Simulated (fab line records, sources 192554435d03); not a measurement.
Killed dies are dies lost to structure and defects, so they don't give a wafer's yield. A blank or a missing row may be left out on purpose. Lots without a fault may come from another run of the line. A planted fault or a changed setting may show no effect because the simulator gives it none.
Chamber matching | flow n5_finfet | N5_BEOL_M9_DEP_56 on pecvd-02: 3 sister chambers
The step deposits SiCN from 3MS/NH3, target thk 15 nm, time 26.5 s. 3 wafers are shown with their chamber, then 9 later ones without.

WAFERS WITH THEIR CHAMBER
wafer  | chamber | throttle_valve_pct (%)
L087.4 | 1       | 9.6
L087.5 | 0       | 8.5
L087.6 | 2       | 8.3

WAFERS WITHOUT THEIR CHAMBER
wafer  | throttle_valve_pct (%)
L088.2 | 8.8
L088.4 | 8.6
L088.6 | 9.5
L093.1 | 8.6
L093.3 | 9.4
L093.4 | 8.3
L097.3 | 8.3
L097.4 | 9.6
L097.6 | 9.6

WHICH CHAMBER EACH WENT THROUGH
wafer  | from the rows above     | in truth
L088.2 | can't be placed: 0 or 2 | 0
L088.4 | can't be placed: 0 or 2 | 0
L088.6 | 1                       | 1
L093.1 | can't be placed: 0 or 2 | 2
L093.3 | 1                       | 1
L093.4 | can't be placed: 2 or 0 | 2
L097.3 | can't be placed: 2 or 0 | 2
L097.4 | 1                       | 1
L097.6 | 1                       | 1
Placed correctly: 4 of 9. Can't be placed from these rows: 5 (the true chamber is among the candidates in 5). Placed wrongly: 0.
How it was worked out, from the rows above alone: a wafer's distance from a chamber is the root of the sum, over the readings, of the square of ((its reading less the chamber's mean) divided by the reading's scatter). The wafer belongs to the nearest chamber; if the next one is less than 2 further off, it can't be placed. A chamber's mean is the mean of its shown wafers. The scatter: with one shown wafer a chamber, the root of the mean of the squares of how far each hidden wafer lies from its nearest shown one.
